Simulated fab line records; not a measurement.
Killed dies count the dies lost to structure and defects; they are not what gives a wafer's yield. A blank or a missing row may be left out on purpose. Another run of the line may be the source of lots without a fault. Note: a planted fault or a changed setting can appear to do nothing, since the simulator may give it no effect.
Code-filled problem report in 8D (eight disciplines) form :: flow n5 finfet :: the parts of the form that need people (team, actions taken, sign-off) are left out

## 1. WHAT IS WRONG
raw defect count at N5_BEOL_M2_INSPECT_30 reads a mean of 908 on 6 wafers of 2 lots; wafers without a fault read 447 with a standard deviation of 89. That is +5.2 standard deviations from the usual mean.
The step: inspects for defects (brightfield).
Seen first at day 10 23:39 on defect inspect-02, wafer L534.2. Wafers with a number at this step in the record: 24, from 8 lots. Rule for "out" (also "out of limits"): further than 4 standard deviations from the usual mean. Any other wafer with a number is counted as sound.

## 2. WHAT IT IS AND WHAT IT IS NOT
question: which readings at this step
is: raw defect count
is not: -

question: which lots
is: L534, L536
is not: L521, L526, L528, L537, L538, L539

question: which wafers of those lots
is: all that have a number
is not: -

question: read on which gauges
is: defect inspect-02
is not: defect inspect-01

question: when
is: from day 10 23:39
is not: up to then (9 sound wafers); but 9 sound wafers of L537, L538, L539 came after

## 3. SUSPECTS, AND WHAT RULES EACH OUT
Counting: a tool stays on the suspect list if, at a process step up to the reading, it processed all lots that are out and no sound lot following the first of them.
- the gauge at N5_BEOL_M2_INSPECT_30 is ruled out. All the wafers that are out were read on defect inspect-02, but those of them that N5_PASSIVATION_PROBE_49 has rows for are out there too, on other tools.
- rie diel-02 at N5_BEOL_M2_ETCH_63 (etches SiARC in CF4, target depth 15.6 nm, time 26 s): ruled out as a lasting fault. Sound lots L537, L538 ran on it after its first lot that is out, L534 (day 10 22:43).
- rie diel-02 at N5_BEOL_M2_STRIP_66 (strips in CF4): ruled out as a lasting fault. Sound lots L537, L538 ran on it after its first lot that is out, L534 (day 10 22:53).
- rie metal-02 at N5_BEOL_M2_HM_OPEN_17 (chemistry Cl2/BCl3, target TiN, target depth 20 nm, overetch 6 nm): kept. All lots that are out passed through it, beginning with L534 at day 10 22:55, and no sound lot followed; its final sound lot before that point was L528 at day 9 12:30.
- rie diel-02 at N5_BEOL_M2_STRIP_19 (strips in O2): kept. It ran every lot that is out, first L534 (day 10 23:02), and no sound lot after that.
Remaining after the count are rie metal-02 at N5_BEOL_M2_HM_OPEN_17 and rie diel-02 at N5_BEOL_M2_STRIP_19.

## 4. THE CAUSE (what the simulator had put in)
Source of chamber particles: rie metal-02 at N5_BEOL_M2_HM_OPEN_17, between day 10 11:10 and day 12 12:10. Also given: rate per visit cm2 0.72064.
After counting, 2 suspects remain, this tool included.

## 5. THE EFFECT CHAIN, in route order
Each row: a reading where the mean over the struck wafers with a number is more than 3 standard deviations away from the usual. Only readings for which the record gives a usual standard deviation are gone through. hours: the time from each lot's start at the first step in this table that gives one to its start at this step, as a median over the lots. sigmas: the change in usual standard deviations.
hours: 0
step: N5_BEOL_M2_INSPECT_30
reading: raw defect count
usual: 447
on struck wafers: 908
change: +461
sigmas: +5.2

hours: 137
step: N5_PASSIVATION_PROBE_49
reading: defect limited yield
usual: 91.3 %
on struck wafers: 84.8
change: -6.5
sigmas: -4.4

hours: 137
step: N5_PASSIVATION_PROBE_49
reading: killed_at_M0_to_M3
usual: 35
on struck wafers: 122
change: +87
sigmas: +10

hours: 137
step: N5_PASSIVATION_PROBE_49
reading: killed dies
usual: 103
on struck wafers: 180
change: +77
sigmas: +4.3

hours: 137
step: N5_PASSIVATION_PROBE_49
reading: sort_bin_5_function
usual: 5.1 %
on struck wafers: 9.5
change: +4.4
sigmas: +4.4

hours: 137
step: N5_PASSIVATION_PROBE_49
reading: sort n pass
usual: 1077
on struck wafers: 1000
change: -77
sigmas: -4.3

hours: 137
step: N5_PASSIVATION_PROBE_49
reading: sort yield pct
usual: 91.2 %
on struck wafers: 84.8
change: -6.5
sigmas: -4.3
Its process steps:
- N5_PASSIVATION_PROBE_49
Later measuring or inspecting steps at which every struck wafer that the step has a row for has a number for every such reading, and none has moved that far: N5_BEOL_M4_RC_MEAS_101.

## 6. WHAT WOULD HAVE CAUGHT IT SOONER
Counted from the fault's start at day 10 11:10, it took 12 hours until the first out-of-limits reading at a measuring or inspecting step in this record, taken at day 10 23:39.
Of the tool readings at N5_BEOL_M2_HM_OPEN_17 for which the record gives a usual standard deviation, none was out on any struck wafer, so an alarm limit of 4 standard deviations on them would not have fired.
Lots out: 2; of these, L536 started N5_BEOL_M2_HM_OPEN_17 on rie metal-02 after day 10 23:39. Had the tool been put on hold then, it would have been spared.
